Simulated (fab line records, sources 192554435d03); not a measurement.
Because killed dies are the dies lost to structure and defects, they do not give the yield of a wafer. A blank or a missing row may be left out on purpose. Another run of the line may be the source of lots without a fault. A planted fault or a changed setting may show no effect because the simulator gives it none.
Chamber matching | flow n5-finfet | 4 sister chambers for N5_HKMG_FIN_ETCH_58 on rie-diel-02
The step etches SOC in N2/H2, target depth 215.8 nm, time 741 s. 4 wafers are shown with their chamber, then 7 later ones without.

WAFERS PAIRED WITH THEIR CHAMBERS
wafer  | chamber | drypump-motor-current-A (A)
L078.5 | 3       | 6.5
L088.5 | 2       | 5.4
L095.2 | 1       | 5.4
L095.3 | 0       | 5.6

WAFERS WITH NO CHAMBER GIVEN
wafer  | drypump-motor-current-A (A)
L095.4 | 5.4
L096.1 | 6.6
L096.2 | 5.6
L096.3 | 5.4
L096.4 | 5.4
L096.5 | 6.5
L096.6 | 5.4

EACH ONE'S CHAMBER
wafer  | from the rows above     | in truth
L095.4 | can't be placed: 1 or 2 | 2
L096.1 | 3                       | 3
L096.2 | 0                       | 0
L096.3 | can't be placed: 1 or 2 | 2
L096.4 | can't be placed: 1 or 2 | 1
L096.5 | 3                       | 3
L096.6 | can't be placed: 1 or 2 | 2
Placed correctly: 3 of 7. Unplaceable from these rows: 4, with the true chamber sitting among the candidates in 4. 0 placed wrongly.
How it was worked out, from the rows above alone: a wafer's distance from a chamber is the root of the sum, over the readings, of the square of ((its reading less the chamber's mean) divided by the reading's scatter). The wafer belongs to the nearest chamber; if the next one is less than 2 further off, it can't be placed. A chamber's mean is the mean of its shown wafers. The scatter: with one shown wafer a chamber, the root of the mean of the squares of how far each hidden wafer lies from its nearest shown one.
